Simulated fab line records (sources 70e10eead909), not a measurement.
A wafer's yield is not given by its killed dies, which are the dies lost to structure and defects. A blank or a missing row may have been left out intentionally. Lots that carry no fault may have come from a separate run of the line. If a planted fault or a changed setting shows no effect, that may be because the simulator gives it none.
fab line records / flow nand-harc
record: lots: 6 wafers: 18 last-day: 34
route steps=1302 shown P_GATE@170 END@1302
lots that met no fault: from a run of the same line without faults
start-h: start of the lot's first displayed wafer, in hours after the record's first day / wait-h: time in hours since the lot's previous step / " repeats the value in the row above / L1.1+2: several wafers, shown together as one row / - no value present, or no start provided / * or withheld: withheld / < > ~ a bound
route shown NAME@n: a module of which the file shows steps, and the number in the route of the first / usual: mean and standard deviation over wafers with no fault / same: alike in all rows / chamber/n: place in a boat / sites: each site's reading / _std_site: the values' standard deviation / _edge_site: the outer-site mean with the inner-site mean subtracted / radius-mm: how far each site lies from the wafer's centre / mask NAME#n: copy n / behind: the tool/chamber that last shaped the wafer / hold: what put the lot on hold/how long, in hours/how the hold closed / device: names the non-switching transistor (n, p or np) / end of line: the same wafers' tests at the end of the route / a step with no rows: only its recipe / killed: dies lost to structure and defects at the first sort, not the wafer's yield / map: a wafer's dies, x killed, . not, _ none there
set.NAME: the setting as run; set.NAME@STEP: as run at that earlier step / model.NAME: the simulator's own value behind a step, which no gauge read
lots seen at some steps along the route; tables by step, rows by wafer
services: when a tool's chamber went out of use (start-h, in hours from the record's first day, below 0 if earlier), for how many hours, and the reason
== steps ==
step: NHARC_P_GATE_CD_MEAS_46
recipe: target-cd-nm: 720 landing-energy-ev: 500
usual: cd-nm: 719.4/1.7
lot.wafer=L694.1 tool=cd-sem-03 chamber=0 start-h=117.57 wait-h=- cd-nm=719.2
lot.wafer=L694.3 tool=cd-sem-03 chamber=0 start-h=117.57 wait-h=- cd-nm=719.7
lot.wafer=L694.4 tool=cd-sem-03 chamber=0 start-h=117.57 wait-h=- cd-nm=720.7
lot.wafer=L698.1 tool=cd-sem-02 chamber=0 start-h=163.23 wait-h=- cd-nm=717.1
lot.wafer=L698.5 tool=cd-sem-02 chamber=0 start-h=163.23 wait-h=- cd-nm=720.3
lot.wafer=L698.6 tool=cd-sem-02 chamber=0 start-h=163.23 wait-h=- cd-nm=718.2
lot.wafer=L700.1 tool=cd-sem-01 chamber=0 start-h=175.13 wait-h=- cd-nm=720.3
lot.wafer=L700.2 tool=cd-sem-01 chamber=0 start-h=175.13 wait-h=- cd-nm=716.4
lot.wafer=L700.3 tool=cd-sem-01 chamber=0 start-h=175.13 wait-h=- cd-nm=720.8
lot.wafer=L707.2 tool=cd-sem-02 chamber=0 start-h=254.62 wait-h=- cd-nm=718.9
lot.wafer=L707.3 tool=cd-sem-02 chamber=0 start-h=254.62 wait-h=- cd-nm=717.7
lot.wafer=L707.4 tool=cd-sem-02 chamber=0 start-h=254.62 wait-h=- cd-nm=719.7
lot.wafer=L711.1 tool=cd-sem-03 chamber=0 start-h=285.13 wait-h=- cd-nm=720.4
lot.wafer=L711.3 tool=cd-sem-03 chamber=0 start-h=285.13 wait-h=- cd-nm=719.0
lot.wafer=L711.6 tool=cd-sem-03 chamber=0 start-h=285.13 wait-h=- cd-nm=717.9
lot.wafer=L716.1 tool=cd-sem-01 chamber=0 start-h=337.33 wait-h=- cd-nm=719.5
lot.wafer=L716.4 tool=cd-sem-01 chamber=0 start-h=337.33 wait-h=- cd-nm=721.4
lot.wafer=L716.6 tool=cd-sem-01 chamber=0 start-h=337.33 wait-h=- cd-nm=721.3
step: NHARC_P_GATE_HARDBAKE_47
recipe: temp-c: 125 time-s: 80
step: NHARC_P_GATE_DESCUM_48
recipe: time-s: 3 o2-flow-sccm: 200 ar-flow-sccm: 0 bias-power-w: 0 chemistry: O2
usual: drypump-motor-current-A: 5.4/0.43 oes-product-au: 1.001/0.011 rf-vpp-V: 57.8/0.93 showerhead-plenum-p-Torr: 1.92/0.095 throttle-valve-pct: 11.311/0.0094
lot.wafer=L694.4 tool=rie-diel-03 chamber=1 start-h=117.73 wait-h=- drypump-motor-current-A=5.8 oes-product-au=1.010 rf-hours-counter-h=0.2 rf-vpp-V=57.5 showerhead-plenum-p-Torr=2.05 throttle-valve-pct=11.318
lot.wafer=L694.3 tool=rie-diel-03 chamber=2 start-h=117.73 wait-h=- drypump-motor-current-A=5.5 oes-product-au=1.000 rf-hours-counter-h=0.2 rf-vpp-V=55.4 showerhead-plenum-p-Torr=1.91 throttle-valve-pct=11.301
lot.wafer=L694.1 tool=rie-diel-03 chamber=3 start-h=117.73 wait-h=- drypump-motor-current-A=6.2 oes-product-au=1.000 rf-hours-counter-h=0.2 rf-vpp-V=56.4 showerhead-plenum-p-Torr=2.05 throttle-valve-pct=11.298
lot.wafer=L698.1 tool=rie-diel-02 chamber=3 start-h=163.42 wait-h=- drypump-motor-current-A=5.9 oes-product-au=0.998 rf-hours-counter-h=6.3 rf-vpp-V=57.5 showerhead-plenum-p-Torr=1.80 throttle-valve-pct=11.317
lot.wafer=L698.6 tool=rie-diel-02 chamber=1 start-h=163.42 wait-h=- drypump-motor-current-A=5.5 oes-product-au=0.995 rf-hours-counter-h=- rf-vpp-V=57.7 showerhead-plenum-p-Torr=1.83 throttle-valve-pct=11.321
lot.wafer=L698.5 tool=rie-diel-02 chamber=2 start-h=163.42 wait-h=- drypump-motor-current-A=6.1 oes-product-au=0.963 rf-hours-counter-h=- rf-vpp-V=57.1 showerhead-plenum-p-Torr=1.96 throttle-valve-pct=11.297
lot.wafer=L700.3 tool=rie-diel-03 chamber=3 start-h=175.31 wait-h=- drypump-motor-current-A=6.2 oes-product-au=0.994 rf-hours-counter-h=2.6 rf-vpp-V=56.8 showerhead-plenum-p-Torr=2.05 throttle-valve-pct=11.314
lot.wafer=L700.2 tool=rie-diel-03 chamber=0 start-h=175.31 wait-h=- drypump-motor-current-A=5.6 oes-product-au=1.007 rf-hours-counter-h=2.5 rf-vpp-V=57.9 showerhead-plenum-p-Torr=1.84 throttle-valve-pct=11.324
lot.wafer=L700.1 tool=rie-diel-03 chamber=1 start-h=175.31 wait-h=- drypump-motor-current-A=5.8 oes-product-au=1.024 rf-hours-counter-h=2.5 rf-vpp-V=59.7 showerhead-plenum-p-Torr=2.05 throttle-valve-pct=11.312
lot.wafer=L707.2 tool=rie-diel-02 chamber=1 start-h=254.79 wait-h=- drypump-motor-current-A=5.5 oes-product-au=1.005 rf-hours-counter-h=2.6 rf-vpp-V=56.4 showerhead-plenum-p-Torr=1.83 throttle-valve-pct=11.313
lot.wafer=L707.4 tool=rie-diel-02 chamber=2 start-h=254.79 wait-h=- drypump-motor-current-A=6.2 oes-product-au=0.992 rf-hours-counter-h=2.0 rf-vpp-V=57.3 showerhead-plenum-p-Torr=1.96 throttle-valve-pct=11.323
lot.wafer=L707.3 tool=rie-diel-02 chamber=3 start-h=254.79 wait-h=- drypump-motor-current-A=5.8 oes-product-au=1.022 rf-hours-counter-h=2.2 rf-vpp-V=56.3 showerhead-plenum-p-Torr=1.80 throttle-valve-pct=11.329
lot.wafer=L711.1 tool=rie-diel-07 chamber=1 start-h=285.29 wait-h=- drypump-motor-current-A=5.2 oes-product-au=1.018 rf-hours-counter-h=10.6 rf-vpp-V=58.1 showerhead-plenum-p-Torr=2.06 throttle-valve-pct=11.322
lot.wafer=L711.3 tool=rie-diel-07 chamber=0 start-h=285.29 wait-h=- drypump-motor-current-A=4.9 oes-product-au=0.998 rf-hours-counter-h=12.4 rf-vpp-V=58.1 showerhead-plenum-p-Torr=1.93 throttle-valve-pct=11.325
lot.wafer=L711.6 tool=rie-diel-07 chamber=1 start-h=285.29 wait-h=- drypump-motor-current-A=5.2 oes-product-au=1.007 rf-hours-counter-h=- rf-vpp-V=57.4 showerhead-plenum-p-Torr=2.06 throttle-valve-pct=11.317
lot.wafer=L716.1 tool=rie-diel-07 chamber=2 start-h=337.53 wait-h=- drypump-motor-current-A=4.9 oes-product-au=0.989 rf-hours-counter-h=2.5 rf-vpp-V=57.1 showerhead-plenum-p-Torr=1.84 throttle-valve-pct=11.309
lot.wafer=L716.4 tool=rie-diel-07 chamber=0 start-h=337.53 wait-h=- drypump-motor-current-A=4.9 oes-product-au=0.991 rf-hours-counter-h=- rf-vpp-V=57.8 showerhead-plenum-p-Torr=1.93 throttle-valve-pct=11.327
lot.wafer=L716.6 tool=rie-diel-07 chamber=2 start-h=337.53 wait-h=- drypump-motor-current-A=4.8 oes-product-au=0.996 rf-hours-counter-h=- rf-vpp-V=56.8 showerhead-plenum-p-Torr=1.84 throttle-valve-pct=11.312
step: NHARC_P_GATE_IMPLANT_49
recipe: energy-kev: 30 dose-cm2: 3e+15 tilt-deg: 7
step: NHARC_P_GATE_STRIP_111
recipe: power-w: 1500 temp-c: 110 time-s: 250 chemistry: N2/H2
usual: drypump-motor-current-A: 6.1/0.59 heater-power-w: 94/7.5
lot.wafer=L694.1 tool=plasma-asher-02 chamber=1 start-h=118.14 wait-h=0.2 drypump-motor-current-A=6.3 heater-power-w=84 rf-hours-counter-h=6
lot.wafer=L694.4 tool=plasma-asher-02 chamber=0 start-h=118.14 wait-h=0.2 drypump-motor-current-A=5.1 heater-power-w=91 rf-hours-counter-h=-
lot.wafer=L694.3 tool=plasma-asher-02 chamber=1 start-h=118.14 wait-h=0.2 drypump-motor-current-A=6.3 heater-power-w=85 rf-hours-counter-h=-
lot.wafer=L698.1 tool=plasma-asher-01 chamber=1 start-h=163.81 wait-h=0.2 drypump-motor-current-A=6.4 heater-power-w=105 rf-hours-counter-h=33
lot.wafer=L698.5 tool=plasma-asher-01 chamber=0 start-h=163.81 wait-h=0.2 drypump-motor-current-A=6.7 heater-power-w=99 rf-hours-counter-h=-
lot.wafer=L698.6 tool=plasma-asher-01 chamber=1 start-h=163.81 wait-h=0.2 drypump-motor-current-A=6.4 heater-power-w=103 rf-hours-counter-h=-
lot.wafer=L700.1 tool=plasma-asher-01 chamber=1 start-h=175.87 wait-h=0.4 drypump-motor-current-A=6.4 heater-power-w=103 rf-hours-counter-h=1
lot.wafer=L700.2 tool=plasma-asher-01 chamber=0 start-h=175.87 wait-h=0.4 drypump-motor-current-A=6.7 heater-power-w=98 rf-hours-counter-h=1
lot.wafer=L700.3 tool=plasma-asher-01 chamber=1 start-h=175.87 wait-h=0.4 drypump-motor-current-A=6.4 heater-power-w=103 rf-hours-counter-h=-
lot.wafer=L707.2 tool=plasma-asher-01 chamber=1 start-h=255.19 wait-h=0.2 drypump-motor-current-A=6.4 heater-power-w=104 rf-hours-counter-h=19
lot.wafer=L707.3 tool=plasma-asher-01 chamber=0 start-h=255.19 wait-h=0.2 drypump-motor-current-A=6.7 heater-power-w=97 rf-hours-counter-h=-
lot.wafer=L707.4 tool=plasma-asher-01 chamber=1 start-h=255.19 wait-h=0.2 drypump-motor-current-A=6.4 heater-power-w=106 rf-hours-counter-h=-
lot.wafer=L711.1 tool=plasma-asher-01 chamber=1 start-h=285.78 wait-h=0.2 drypump-motor-current-A=6.4 heater-power-w=103 rf-hours-counter-h=28
lot.wafer=L711.3 tool=plasma-asher-01 chamber=0 start-h=285.78 wait-h=0.2 drypump-motor-current-A=6.7 heater-power-w=94 rf-hours-counter-h=-
lot.wafer=L711.6 tool=plasma-asher-01 chamber=1 start-h=285.78 wait-h=0.2 drypump-motor-current-A=6.4 heater-power-w=107 rf-hours-counter-h=-
lot.wafer=L716.1 tool=plasma-asher-01 chamber=0 start-h=337.94 wait-h=0.2 drypump-motor-current-A=6.7 heater-power-w=97 rf-hours-counter-h=37
lot.wafer=L716.4 tool=plasma-asher-01 chamber=0 start-h=337.94 wait-h=0.2 drypump-motor-current-A=6.7 heater-power-w=95 rf-hours-counter-h=-
lot.wafer=L716.6 tool=plasma-asher-01 chamber=0 start-h=337.94 wait-h=0.2 drypump-motor-current-A=6.7 heater-power-w=94 rf-hours-counter-h=-
step: NHARC_P_GATE_STRIP_75
recipe: power-w: 1500 temp-c: 250 chemistry: O2
usual: drypump-motor-current-A: 6.1/0.58 heater-power-w: 354/30
lot.wafer=L694.1 tool=plasma-asher-02 chamber=1 start-h=118.40 wait-h=0.2 drypump-motor-current-A=6.3 heater-power-w=304 rf-hours-counter-h=6
lot.wafer=L694.4 tool=plasma-asher-02 chamber=0 start-h=118.40 wait-h=0.2 drypump-motor-current-A=5.1 heater-power-w=346 rf-hours-counter-h=-
lot.wafer=L694.3 tool=plasma-asher-02 chamber=1 start-h=118.40 wait-h=0.2 drypump-motor-current-A=6.3 heater-power-w=306 rf-hours-counter-h=-
lot.wafer=L698.1 tool=plasma-asher-01 chamber=1 start-h=164.08 wait-h=0.2 drypump-motor-current-A=6.5 heater-power-w=386 rf-hours-counter-h=34
lot.wafer=L698.5 tool=plasma-asher-01 chamber=0 start-h=164.08 wait-h=0.2 drypump-motor-current-A=6.6 heater-power-w=375 rf-hours-counter-h=-
lot.wafer=L698.6 tool=plasma-asher-01 chamber=1 start-h=164.08 wait-h=0.2 drypump-motor-current-A=6.4 heater-power-w=393 rf-hours-counter-h=-
lot.wafer=L700.1 tool=plasma-asher-01 chamber=1 start-h=176.17 wait-h=0.2 drypump-motor-current-A=6.4 heater-power-w=394 rf-hours-counter-h=1
lot.wafer=L700.2 tool=plasma-asher-01 chamber=0 start-h=176.17 wait-h=0.2 drypump-motor-current-A=6.6 heater-power-w=362 rf-hours-counter-h=1
lot.wafer=L700.3 tool=plasma-asher-01 chamber=1 start-h=176.17 wait-h=0.2 drypump-motor-current-A=6.4 heater-power-w=391 rf-hours-counter-h=-
lot.wafer=L707.2 tool=plasma-asher-01 chamber=1 start-h=255.46 wait-h=0.2 drypump-motor-current-A=6.4 heater-power-w=394 rf-hours-counter-h=19
lot.wafer=L707.3 tool=plasma-asher-01 chamber=0 start-h=255.46 wait-h=0.2 drypump-motor-current-A=6.6 heater-power-w=364 rf-hours-counter-h=-
lot.wafer=L707.4 tool=plasma-asher-01 chamber=1 start-h=255.46 wait-h=0.2 drypump-motor-current-A=6.4 heater-power-w=383 rf-hours-counter-h=-
lot.wafer=L711.1 tool=plasma-asher-01 chamber=1 start-h=286.04 wait-h=0.2 drypump-motor-current-A=6.4 heater-power-w=374 rf-hours-counter-h=28
lot.wafer=L711.3 tool=plasma-asher-01 chamber=0 start-h=286.04 wait-h=0.2 drypump-motor-current-A=6.7 heater-power-w=359 rf-hours-counter-h=-
lot.wafer=L711.6 tool=plasma-asher-01 chamber=1 start-h=286.04 wait-h=0.2 drypump-motor-current-A=6.4 heater-power-w=389 rf-hours-counter-h=-
lot.wafer=L716.1 tool=plasma-asher-01 chamber=0 start-h=338.20 wait-h=0.2 drypump-motor-current-A=6.7 heater-power-w=364 rf-hours-counter-h=37
lot.wafer=L716.4 tool=plasma-asher-01 chamber=0 start-h=338.20 wait-h=0.2 drypump-motor-current-A=6.7 heater-power-w=355 rf-hours-counter-h=-
lot.wafer=L716.6 tool=plasma-asher-01 chamber=0 start-h=338.20 wait-h=0.2 drypump-motor-current-A=6.7 heater-power-w=352 rf-hours-counter-h=-
step: NHARC_P_GATE_STRIP_50
recipe: time-s: 900 temp-c: 130 chemistry: SPM
step: NHARC_P_GATE_DEHYDRATE_51
recipe: temp-c: 150 time-s: 120
step: NHARC_P_GATE_HMDS_52
recipe: time-s: 30
step: NHARC_P_GATE_COAT_53
recipe: spin-rpm: 3000
step: NHARC_P_GATE_SOFTBAKE_54
recipe: temp-c: 122 time-s: 95
step: NHARC_P_GATE_EBR_55
step: NHARC_P_GATE_EXPOSE_56
recipe: na: 0.6 target-cd-nm: 720 dose-mj: 14.81 mask-id: P_PSD
usual: exposure-dose-mJ-cm2: 14.811/0.014
lot.wafer=L694.1 tool=krf-scanner-04 chamber=0 start-h=119.21 wait-h=- mask=P_PSD#0 exposure-dose-mJ-cm2=14.807
lot.wafer=L694.3 tool=krf-scanner-04 chamber=0 start-h=119.21 wait-h=- mask=P_PSD#0 exposure-dose-mJ-cm2=14.819
lot.wafer=L694.4 tool=krf-scanner-04 chamber=0 start-h=119.21 wait-h=- mask=P_PSD#0 exposure-dose-mJ-cm2=14.807
lot.wafer=L698.1 tool=krf-scanner-03 chamber=0 start-h=164.83 wait-h=- mask=P_PSD#0 exposure-dose-mJ-cm2=14.794
lot.wafer=L698.5 tool=krf-scanner-03 chamber=0 start-h=164.83 wait-h=- mask=P_PSD#0 exposure-dose-mJ-cm2=14.803
lot.wafer=L698.6 tool=krf-scanner-03 chamber=0 start-h=164.83 wait-h=- mask=P_PSD#0 exposure-dose-mJ-cm2=14.806
lot.wafer=L700.1 tool=krf-scanner-04 chamber=0 start-h=176.93 wait-h=- mask=P_PSD#0 exposure-dose-mJ-cm2=14.821
lot.wafer=L700.2 tool=krf-scanner-04 chamber=0 start-h=176.93 wait-h=- mask=P_PSD#0 exposure-dose-mJ-cm2=14.819
lot.wafer=L700.3 tool=krf-scanner-04 chamber=0 start-h=176.93 wait-h=- mask=P_PSD#0 exposure-dose-mJ-cm2=14.801
lot.wafer=L707.2 tool=krf-scanner-03 chamber=0 start-h=256.22 wait-h=- mask=P_PSD#0 exposure-dose-mJ-cm2=14.801
lot.wafer=L707.3 tool=krf-scanner-03 chamber=0 start-h=256.22 wait-h=- mask=P_PSD#0 exposure-dose-mJ-cm2=14.782
lot.wafer=L707.4 tool=krf-scanner-03 chamber=0 start-h=256.22 wait-h=- mask=P_PSD#0 exposure-dose-mJ-cm2=14.802
lot.wafer=L711.1 tool=krf-scanner-03 chamber=0 start-h=286.67 wait-h=- mask=P_PSD#0 exposure-dose-mJ-cm2=15.713
lot.wafer=L711.3 tool=krf-scanner-03 chamber=0 start-h=286.67 wait-h=- mask=P_PSD#0 exposure-dose-mJ-cm2=15.723
lot.wafer=L711.6 tool=krf-scanner-03 chamber=0 start-h=286.67 wait-h=- mask=P_PSD#0 exposure-dose-mJ-cm2=15.701
lot.wafer=L716.1 tool=krf-scanner-03 chamber=0 start-h=338.95 wait-h=- mask=P_PSD#0 exposure-dose-mJ-cm2=15.704
lot.wafer=L716.4 tool=krf-scanner-03 chamber=0 start-h=338.95 wait-h=- mask=P_PSD#0 exposure-dose-mJ-cm2=15.721
lot.wafer=L716.6 tool=krf-scanner-03 chamber=0 start-h=338.95 wait-h=- mask=P_PSD#0 exposure-dose-mJ-cm2=15.704
step: NHARC_P_GATE_PEB_57
recipe: peb-temp-c: 118 peb-time-s: 85
step: NHARC_P_GATE_DEVELOP_58
recipe: time-s: 70
step: NHARC_P_GATE_CD_MEAS_59
recipe: target-cd-nm: 720 landing-energy-ev: 500
usual: cd-nm: 719.8/2.4
lot.wafer=L694.1 tool=cd-sem-01 chamber=0 start-h=119.36 wait-h=- cd-nm=717.0
lot.wafer=L694.3 tool=cd-sem-01 chamber=0 start-h=119.36 wait-h=- cd-nm=718.8
lot.wafer=L694.4 tool=cd-sem-01 chamber=0 start-h=119.36 wait-h=- cd-nm=716.6
lot.wafer=L698.1 tool=cd-sem-01 chamber=0 start-h=164.99 wait-h=- cd-nm=722.8
lot.wafer=L698.5 tool=cd-sem-01 chamber=0 start-h=164.99 wait-h=- cd-nm=722.4
lot.wafer=L698.6 tool=cd-sem-01 chamber=0 start-h=164.99 wait-h=- cd-nm=720.6
lot.wafer=L700.1 tool=cd-sem-02 chamber=0 start-h=177.09 wait-h=- cd-nm=719.0
lot.wafer=L700.2 tool=cd-sem-02 chamber=0 start-h=177.09 wait-h=- cd-nm=718.6
lot.wafer=L700.3 tool=cd-sem-02 chamber=0 start-h=177.09 wait-h=- cd-nm=717.7
lot.wafer=L707.2 tool=cd-sem-02 chamber=0 start-h=256.37 wait-h=- cd-nm=721.9
lot.wafer=L707.3 tool=cd-sem-02 chamber=0 start-h=256.37 wait-h=- cd-nm=721.0
lot.wafer=L707.4 tool=cd-sem-02 chamber=0 start-h=256.37 wait-h=- cd-nm=724.2
lot.wafer=L711.1 tool=cd-sem-01 chamber=0 start-h=286.83 wait-h=- cd-nm=728.2
lot.wafer=L711.3 tool=cd-sem-01 chamber=0 start-h=286.83 wait-h=- cd-nm=726.2
lot.wafer=L711.6 tool=cd-sem-01 chamber=0 start-h=286.83 wait-h=- cd-nm=729.0
lot.wafer=L716.1 tool=cd-sem-03 chamber=0 start-h=339.11 wait-h=- cd-nm=732.5
lot.wafer=L716.4 tool=cd-sem-03 chamber=0 start-h=339.11 wait-h=- cd-nm=730.9
lot.wafer=L716.6 tool=cd-sem-03 chamber=0 start-h=339.11 wait-h=- cd-nm=731.8
step: NHARC_P_GATE_HARDBAKE_60
recipe: temp-c: 125 time-s: 80
step: NHARC_END_SORT_01
recipe: temp-c: 25
usual: killed-at-array: 59/20 killed-at-other: 0.8/1.2 killed-at-periphery: 3.5/2.2 killed-dies: 63/20 killed-open: 3.3/1.8 killed-short: 2.6/1.7
same: gross-dies: 677
lot.wafer=L694.1 tool=prober-01 chamber=0 start-h=567.67 wait-h=2.5 killed-at-array=58 killed-at-other=0 killed-at-periphery=1 killed-dies=59 killed-open=3 killed-short=1
lot.wafer=L694.3 tool=prober-01 chamber=0 start-h=569.24 wait-h=3.1 killed-at-array=47 killed-at-other=0 killed-at-periphery=4 killed-dies=51 killed-open=3 killed-short=3
lot.wafer=L694.4 tool=prober-01 chamber=0 start-h=570.02 wait-h=3.4 killed-at-array=45 killed-at-other=1 killed-at-periphery=2 killed-dies=48 killed-open=1 killed-short=4
lot.wafer=L700.1 tool=prober-02 chamber=0 start-h=634.83 wait-h=2.5 killed-at-array=81 killed-at-other=0 killed-at-periphery=3 killed-dies=84 killed-open=5 killed-short=4
lot.wafer=L700.2 tool=prober-02 chamber=0 start-h=635.63 wait-h=2.8 killed-at-array=82 killed-at-other=0 killed-at-periphery=2 killed-dies=84 killed-open=2 killed-short=1
lot.wafer=L700.3 tool=prober-02 chamber=0 start-h=636.43 wait-h=3.1 killed-at-array=68 killed-at-other=0 killed-at-periphery=2 killed-dies=70 killed-open=2 killed-short=2
lot.wafer=L711.1 tool=prober-01 chamber=0 start-h=735.37 wait-h=2.6 killed-at-array=98 killed-at-other=0 killed-at-periphery=6 killed-dies=104 killed-open=5 killed-short=0
lot.wafer=L711.3 tool=prober-01 chamber=0 start-h=736.97 wait-h=3.1 killed-at-array=84 killed-at-other=1 killed-at-periphery=5 killed-dies=90 killed-open=4 killed-short=4
lot.wafer=L711.6 tool=prober-01 chamber=0 start-h=739.37 wait-h=4.0 killed-at-array=70 killed-at-other=0 killed-at-periphery=3 killed-dies=73 killed-open=6 killed-short=0
lot.wafer=L716.1 tool=prober-01 chamber=0 start-h=815.74 wait-h=2.5 killed-at-array=75 killed-at-other=0 killed-at-periphery=1 killed-dies=76 killed-open=3 killed-short=2
lot.wafer=L716.4 tool=prober-01 chamber=0 start-h=818.11 wait-h=3.4 killed-at-array=56 killed-at-other=0 killed-at-periphery=3 killed-dies=59 killed-open=4 killed-short=2
lot.wafer=L716.6 tool=prober-01 chamber=0 start-h=819.68 wait-h=3.9 killed-at-array=59 killed-at-other=0 killed-at-periphery=2 killed-dies=61 killed-open=3 killed-short=2
killed by level:class
L694.1 A_CHANNEL_HOLE_D1:chamber-film-flake=37 A_CHANNEL_HOLE_D2:chamber-film-flake=6 A_CHANNEL_FILL_D2:chamber-film-flake=3 A_DECK1_JOINT:chamber-film-flake=2 A_SGD_CUT:chamber-film-flake=2 A_CONTACT:chamber-film-flake=2 A_SOURCE_PLATE:geometric-particle:open=1 A_CHANNEL_HOLE_D1:geometric-particle:short=1
L694.3 A_CHANNEL_HOLE_D1:chamber-film-flake=29 A_CHANNEL_HOLE_D2:chamber-film-flake=4 A_CONTACT:chamber-film-flake=4 A_STAIRCASE:chamber-film-flake=2 A_DECK1_JOINT:chamber-film-flake=2 P_STI:chamber-film-flake=1 P_GATE:geometric-particle:open=1 P_M0:geometric-particle:open=1
L694.4 A_CHANNEL_HOLE_D1:chamber-film-flake=22 A_CHANNEL_HOLE_D2:chamber-film-flake=11 A_SGD_CUT:chamber-film-flake=3 A_STAIRCASE:chamber-film-flake=3 A_ONON_D2:geometric-particle:short=2 P_ZERO_WELL:chamber-film-flake=2 A_SOURCE_PLATE:geometric-particle:open=1 A_CHANNEL_FILL_D2:geometric-particle:short=1
L700.1 A_SLIT:chamber-film-flake=37 A_CHANNEL_HOLE_D1:chamber-film-flake=27 A_CHANNEL_HOLE_D2:chamber-film-flake=7 A_WL_FILL:chamber-film-flake=2 A_CONTACT:chamber-film-flake=2 P_CONTACT:geometric-particle:short=1 P_CONTACT:geometric-particle:open=1 P_M2:geometric-particle:short=1
L700.2 A_CHANNEL_HOLE_D1:chamber-film-flake=35 A_SLIT:chamber-film-flake=31 A_CHANNEL_HOLE_D2:chamber-film-flake=9 A_WL_FILL:chamber-film-flake=2 A_CONTACT:chamber-film-flake=2 P_CONTACT:geometric-particle:open=1 A_CHANNEL_FILL_D1:geometric-particle:open=1 A_CHANNEL_HOLE_D2:geometric-particle:short=1
L700.3 A_CHANNEL_HOLE_D1:chamber-film-flake=28 A_SLIT:chamber-film-flake=21 A_CHANNEL_HOLE_D2:chamber-film-flake=12 A_WL_FILL:geometric-particle:short=2 A_CONTACT:chamber-film-flake=2 A_ONON_D2:geometric-particle:open=1 A_WL_FILL:geometric-particle:open=1 P_M0:chamber-film-flake=1
L711.1 A_CHANNEL_HOLE_D1:chamber-film-flake=44 A_SLIT:chamber-film-flake=30 A_CHANNEL_HOLE_D2:chamber-film-flake=16 P_BONDPAD:chamber-film-flake=5 A_ONON_D2:geometric-particle:open=2 A_STAIRCASE:chamber-film-flake=2 A_SGD_CUT:chamber-film-flake=2 P_CONTACT:geometric-particle:open=1
L711.3 A_SLIT:chamber-film-flake=29 A_CHANNEL_HOLE_D1:chamber-film-flake=25 A_CHANNEL_HOLE_D2:chamber-film-flake=19 A_SGD_CUT:geometric-particle:short=2 A_SGD_CUT:chamber-film-flake=2 A_CONTACT:chamber-film-flake=2 P_GATE:geometric-particle:open=1 P_M0:geometric-particle:open=1
L711.6 A_SLIT:chamber-film-flake=27 A_CHANNEL_HOLE_D1:chamber-film-flake=22 A_CHANNEL_HOLE_D2:chamber-film-flake=14 A_WL_FILL:geometric-particle:open=2 P_STI:geometric-particle:open=1 A_ONON_D1:geometric-particle:open=1 A_CONTACT:geometric-particle:open=1 A_M0:geometric-particle:open=1
L716.1 A_CHANNEL_HOLE_D2:chamber-film-flake=31 A_SLIT:chamber-film-flake=30 A_CONTACT:chamber-film-flake=3 A_CHANNEL_HOLE_D1:chamber-film-flake=2 A_WL_FILL:chamber-film-flake=2 A_CHANNEL_HOLE_D1:geometric-particle:open=1 A_CHANNEL_FILL_D1:geometric-particle:short=1 A_CHANNEL_FILL_D1:geometric-particle:open=1
L716.4 A_SLIT:chamber-film-flake=28 A_CHANNEL_HOLE_D2:chamber-film-flake=18 A_ONON_D2:geometric-particle:open=2 A_CHANNEL_FILL_D2:geometric-particle:short=2 A_WL_FILL:chamber-film-flake=2 P_CONTACT:geometric-particle:open=1 A_CHANNEL_FILL_D2:geometric-particle:open=1 P_M1:chamber-film-flake=1
L716.6 A_CHANNEL_HOLE_D2:chamber-film-flake=28 A_SLIT:chamber-film-flake=21 A_ONON_D2:geometric-particle:short=2 A_CHANNEL_HOLE_D1:chamber-film-flake=2 A_WL_FILL:chamber-film-flake=2 A_CONTACT:chamber-film-flake=2 P_M0:geometric-particle:open=1 P_M2:geometric-particle:open=1
== services ==
tool=rie-diel-03 chamber=- start-h=104.30 hours=9.0 kind=pm
tool=rie-diel-02 chamber=3 start-h=106.32 hours=3.7 kind=repair
tool=krf-scanner-03 chamber=- start-h=110.47 hours=0.3 kind=repair
tool=krf-scanner-03 chamber=- start-h=115.12 hours=0.9 kind=repair
tool=rie-diel-07 chamber=- start-h=117.20 hours=9.0 kind=pm
tool=plasma-asher-01 chamber=- start-h=165.03 hours=9.0 kind=pm
tool=plasma-asher-02 chamber=- start-h=173.99 hours=0.4 kind=repair
tool=rie-diel-07 chamber=3 start-h=175.94 hours=13.5 kind=repair
tool=krf-scanner-04 chamber=- start-h=182.00 hours=4.0 kind=pm
tool=rie-diel-07 chamber=- start-h=187.88 hours=0.4 kind=repair
tool=rie-diel-03 chamber=- start-h=194.08 hours=0.6 kind=repair
tool=rie-diel-02 chamber=- start-h=216.70 hours=9.0 kind=pm
tool=krf-scanner-03 chamber=- start-h=224.00 hours=4.0 kind=pm
tool=plasma-asher-02 chamber=- start-h=231.04 hours=4.6 kind=repair
tool=krf-scanner-04 chamber=- start-h=248.09 hours=0.2 kind=repair
tool=plasma-asher-02 chamber=- start-h=249.00 hours=9.0 kind=pm
tool=rie-diel-03 chamber=- start-h=254.16 hours=1.2 kind=repair
tool=plasma-asher-02 chamber=- start-h=260.61 hours=2.0 kind=repair
tool=rie-diel-03 chamber=- start-h=269.62 hours=1.0 kind=repair
tool=krf-scanner-03 chamber=- start-h=277.86 hours=1.4 kind=repair
tool=rie-diel-03 chamber=- start-h=281.30 hours=9.0 kind=pm
tool=rie-diel-07 chamber=- start-h=294.20 hours=9.0 kind=pm
tool=rie-diel-07 chamber=1 start-h=304.94 hours=4.0 kind=repair
tool=rie-diel-07 chamber=3 start-h=308.73 hours=40.5 kind=repair
== key ==
first-sign: step: NHARC_P_GATE_EXPOSE_56 reading: exposure-dose-mJ-cm2 direction: up sigmas: 66 usual: 14.811 struck: 15.711
effect: step: NHARC_P_GATE_CD_MEAS_59 reading: cd-nm direction: up sigmas: 4.2 usual: 719.8 struck: 729.8
met-at NHARC_P_GATE_EXPOSE_56
struck-wafers L711.1,L711.3,L711.6,L716.1,L716.4,L716.6
tester-left-out L711,L716
onset-between 256.22 286.67
fault: kind: process-parameter-drift tool: krf-scanner-03 chamber: - onset-h: 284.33 steps: NHARC_P_GATE_EXPOSE_56 channel: dose-mj offset: 0.91162 shape: step acts-in: these-recipes-only stated: 14.81
tester-left-out: of these lots the tester's yield and bins aren't shown, on N5 and GAA mostly nor the transistor test; their killed dies are dies lost to structure and defects alone, not to doping, threshold or leakage, so they don't give the yield
